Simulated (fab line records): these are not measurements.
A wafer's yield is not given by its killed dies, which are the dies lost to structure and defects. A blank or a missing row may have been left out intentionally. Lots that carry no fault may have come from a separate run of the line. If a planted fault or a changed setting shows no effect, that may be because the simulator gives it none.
Lot-split experiment ; flow n5_finfet ; 21 wafers read from 7 lots, route of 1938 steps

ON THE SPLIT
At N5_MOL_CONTACT_COAG_ETCH_91 (etches SOC in N2/H2, target depth 60 nm, overetch 21 nm, time 101.2 s), the setting source_w was moved away from the recipe's 840 W on 9 of the 21 wafers read, by -17.1% to +13.3%. This setting was run at the recipe's value on the other wafers.

Reading taken at the split's own step.

THE READING
rf_vpp_V, in V, at N5_MOL_CONTACT_COAG_ETCH_91 (etches SOC in N2/H2, target depth 60 nm, overetch 21 nm, time 101.2 s). A value of 523.5 V with a standard deviation of 2.4 V is what fault-free wafers of this fab line usually give.

wafer;tool, chamber at the split;source_w as run, W;against the recipe;rf_vpp_V, V;against lot-mates on the recipe
L074.3;rie_diel-06, 1;840;recipe;522.7;-
L074.5;rie_diel-06, 0;717.1;-14.6%;548.2;+25.5
L074.6;rie_diel-06, 3;717.1;-14.6%;548.9;+26.2
L076.1;rie_diel-06, 3;908;+8.1%;508.5;no lot-mate on the recipe
L076.2;rie_diel-06, 2;908;+8.1%;512.9;no lot-mate on the recipe
L076.5;rie_diel-06, 3;908;+8.1%;506.5;no lot-mate on the recipe
L081.1;rie_diel-02, 3;951.7;+13.3%;502.2;-24.5
L081.2;rie_diel-02, 1;840;recipe;528.5;-
L081.6;rie_diel-02, 2;840;recipe;524.9;-
L083.1;rie_diel-02, 1;840;recipe;525.2;-
L083.3;rie_diel-02, 0;840;recipe;524.3;-
L083.4;rie_diel-02, 2;840;recipe;524.0;-
L086.2;rie_diel-05, 2;840;recipe;524.2;-
L086.5;rie_diel-05, 3;840;recipe;521.3;-
L086.6;rie_diel-05, 1;840;recipe;524.6;-
L087.3;rie_diel-06, 2;840;recipe;526.0;-
L087.4;rie_diel-06, 0;696.4;-17.1%;553.0;+30.2
L087.5;rie_diel-06, 3;840;recipe;519.5;-
L092.1;rie_diel-05, 3;840;recipe;522.1;-
L092.5;rie_diel-05, 2;927.1;+10.4%;506.5;-15.6
L092.6;rie_diel-05, 1;927.1;+10.4%;508.5;-13.6

FIT RESULTS
A straight line over all 21 wafers: rf_vpp_V changes by -1.68 V for each +1% of source_w; r = -0.99; the points scatter about the line by 2.2 V.
The same after taking each lot's own level away (the mean of its wafers on the recipe; 18 wafers): -1.71 V for each +1%; r = -0.99; scatter 1.9 V.
On that fit, the largest move of source_w shifts the reading by 29 V.
The lots' own levels span 522.10 to 526.70 V, that is 1.9 times the standard deviation above.
So the lot-to-lot level changes the slope little: the two slopes agree.
Check: for one of the wafers moved furthest among these (-17.1%), held out of the fit, the line's prediction against its lot-mates is +29.3 V. Against them it came out at +30.2 V.
Tool readings at the split's step, against how far the setting was moved: rf_vpp_V r = -0.99.

THE OTHER SPLITS THESE WAFERS WENT THROUGH
Before the reading, these wafers also passed through other splits. Each is held against what the fit with the lots' levels taken away leaves over:
other split on the same wafers;wafers away from the commonest value;r with rf_vpp_V (lot level and that fit taken away)
N5_SDB_ETCH_18 time_s;7;+0.18
N5_HKMG_FIN_EXPOSE_09 dose_mj;4;-0.05
N5_MOL_CONTACT_COAG_ALD_131 ald_cycles;8;-0.15

THE FILE'S OWN FIT
rf_vpp_V changes by -1.74 V for each +1% of source_w, r = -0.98.
